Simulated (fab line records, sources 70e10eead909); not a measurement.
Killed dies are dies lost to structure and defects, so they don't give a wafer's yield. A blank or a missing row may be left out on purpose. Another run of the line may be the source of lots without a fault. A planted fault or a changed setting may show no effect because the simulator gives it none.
Chamber matching | flow nand-harc | NHARC_A_STAIRCASE_DESCUM_312 on rie-diel-12 has 4 sister chambers
The step chemistry O2, time 3 s. 4 wafers are shown with their chamber, then 7 later ones without.

== WAFERS, EACH WITH ITS CHAMBER ==
wafer  | chamber | showerhead-plenum-p-Torr (Torr)
L687.5 | 2       | 1.93
L687.6 | 3       | 1.99
L686.2 | 1       | 2.04
L686.3 | 0       | 2.06

== WAFERS WITH NO CHAMBER GIVEN ==
wafer  | showerhead-plenum-p-Torr (Torr)
L686.5 | 1.99
L691.1 | 2.04
L691.2 | 1.93
L691.4 | 1.99
L695.2 | 2.04
L695.3 | 1.98
L695.6 | 2.05

== CHAMBER TAKEN BY EACH ==
wafer  | from the rows above     | in truth
L686.5 | 3                       | 3
L691.1 | 1                       | 1
L691.2 | 2                       | 2
L691.4 | 3                       | 3
L695.2 | 1                       | 1
L695.3 | 3                       | 3
L695.6 | can't be placed: 1 or 0 | 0
6 of 7 placed correctly. Not placeable from these rows: 1 (in 1, the candidates include the true chamber). Number placed wrongly: 0.
How it was worked out, from the rows above alone: a wafer's distance from a chamber is the root of the sum, over the readings, of the square of ((its reading less the chamber's mean) divided by the reading's scatter). The wafer belongs to the nearest chamber; if the next one is less than 2 further off, it can't be placed. A chamber's mean is the mean of its shown wafers. The scatter: with one shown wafer a chamber, the root of the mean of the squares of how far each hidden wafer lies from its nearest shown one.
